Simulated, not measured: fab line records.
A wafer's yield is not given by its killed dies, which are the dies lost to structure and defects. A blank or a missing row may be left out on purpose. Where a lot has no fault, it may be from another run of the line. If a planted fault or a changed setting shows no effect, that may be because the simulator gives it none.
Check of tool commonality | flow nand harc | 18 wafers sampled across 6 lots

REASON IT WAS OPENED
Flagged at NHARC_END_SORT_01: reading killed at array, on 3 of 6 lots. Fault-free wafers read 28, with a standard deviation of 11.
Rule: a lot is flagged in two cases, either no wafer of it has a number, or all its wafers with numbers fall more than 4 standard deviations from that mean. The other lots count as sound.

lot  | measured     | on        | killed at array, wafer by wafer | flag
L233 | day 20 00:17 | prober-01 | 22 25 19                        |
L245 | day 22 12:19 | prober-01 | 674 672 674                     | FLAGGED
L246 | day 23 17:27 | prober-02 | 673 667 672                     | FLAGGED
L250 | day 23 22:55 | prober-02 | 675 670 664                     | FLAGGED
L252 | day 24 17:34 | prober-02 | 28 53 36                        |
L251 | day 24 19:07 | prober-01 | 23 18 24                        |
The numbers of the flagged lots are 671 on average: +643 against the usual, or +58 standard deviations.

TOOL THAT RAN EACH LOT
The record holds 4 process steps before the reading, out of a route of 1159 steps. Each cell gives the tool, then ch followed by the chambers the sampled wafers passed through, then the start.
lot  | flag    | NHARC_A_STAIRCASE_HM_DEP_462  | NHARC_A_STAIRCASE_DESCUM_312       | NHARC_A_STAIRCASE_ALD_420        | NHARC_A_STAIRCASE_CVD_552
L233 |         | acl dep-01 ch 0, day 12 08:50 | rie diel-03 ch 0,1,3, day 12 11:38 | ald hk-04 ch 0,1,3, day 12 21:44 | lpcvd-01 ch 0, day 13 02:28
L245 | FLAGGED | acl dep-02 ch 0, day 15 04:39 | rie diel-02 ch 0,2,3, day 15 07:23 | ald hk-04 ch 0,1,2, day 15 15:29 | lpcvd-02 ch 1, day 15 20:10
L246 | FLAGGED | acl dep-01 ch 0, day 16 01:22 | rie diel-02 ch 0,1, day 16 03:22   | ald hk-03 ch 1,2,3, day 16 11:48 | lpcvd-02 ch 0, day 16 16:01
L250 | FLAGGED | acl dep-01 ch 0, day 16 13:26 | rie diel-12 ch 1,2,3, day 16 16:23 | ald hk-03 ch 0,2,3, day 16 22:47 | lpcvd-02 ch 1, day 17 03:29 and lpcvd-01 ch 1, day 17 10:06
L252 |         | acl dep-01 ch 0, day 17 12:03 | rie diel-12 ch 2,3, day 17 14:43   | ald hk-01 ch 0,1, day 17 20:40   | lpcvd-01 ch 1, day 18 01:11
L251 |         | acl dep-01 ch 0, day 17 10:10 | rie diel-02 ch 0,2, day 17 12:33   | ald hk-03 ch 0,3, day 17 21:23   | lpcvd-01 ch 0, day 18 01:11
These steps, and what they do:
- NHARC_A_STAIRCASE_HM_DEP_462: deposits aC, target thk 800 nm.
- NHARC_A_STAIRCASE_DESCUM_312: chemistry O2, time 3 s.
- NHARC_A_STAIRCASE_ALD_420: deposits SiO2, target thk 20 nm, pulse time 6 s, ald cycles 200.
- NHARC_A_STAIRCASE_CVD_552: deposits SiNx, target thk 40 nm.
- NHARC_END_SORT_01

FLAGGED OVER TOTAL, TOOL BY TOOL (the gauges that took the reading come last)
step                         | tool        | lots run | flagged | share of the flagged lots | sound lots run after its first flagged lot
NHARC_A_STAIRCASE_HM_DEP_462 | acl dep-01  | 5        | 2       | some                      | 2 (L251,L252)
NHARC_A_STAIRCASE_HM_DEP_462 | acl dep-02  | 1        | 1       | some                      | 0
NHARC_A_STAIRCASE_DESCUM_312 | rie diel-02 | 3        | 2       | some                      | 1 (L251)
NHARC_A_STAIRCASE_DESCUM_312 | rie diel-03 | 1        | 0       | none                      | -
NHARC_A_STAIRCASE_DESCUM_312 | rie diel-12 | 2        | 1       | some                      | 1 (L252)
NHARC_A_STAIRCASE_ALD_420    | ald hk-01   | 1        | 0       | none                      | -
NHARC_A_STAIRCASE_ALD_420    | ald hk-03   | 3        | 2       | some                      | 1 (L251)
NHARC_A_STAIRCASE_ALD_420    | ald hk-04   | 2        | 1       | some                      | 0
NHARC_A_STAIRCASE_CVD_552    | lpcvd-01    | 4        | 1       | some                      | 2 (L251,L252)
NHARC_A_STAIRCASE_CVD_552    | lpcvd-02    | 3        | 3       | all                       | 0
NHARC_END_SORT_01            | prober-01   | 3        | 1       | some                      | 1 (L251)
NHARC_END_SORT_01            | prober-02   | 3        | 2       | some                      | 1 (L252)

WHAT THE TABLE PERMITS
1 row of the table ran every flagged lot: lpcvd-02 at NHARC_A_STAIRCASE_CVD_552.
- lpcvd-02 at NHARC_A_STAIRCASE_CVD_552: 3 of its 3 lots flagged. The start can't be narrowed down: in this sample, it ran no sound lot prior to its first flagged lot.
lpcvd-02 at NHARC_A_STAIRCASE_CVD_552 is the single tool remaining.

WHAT THE SIMULATOR PUT IN
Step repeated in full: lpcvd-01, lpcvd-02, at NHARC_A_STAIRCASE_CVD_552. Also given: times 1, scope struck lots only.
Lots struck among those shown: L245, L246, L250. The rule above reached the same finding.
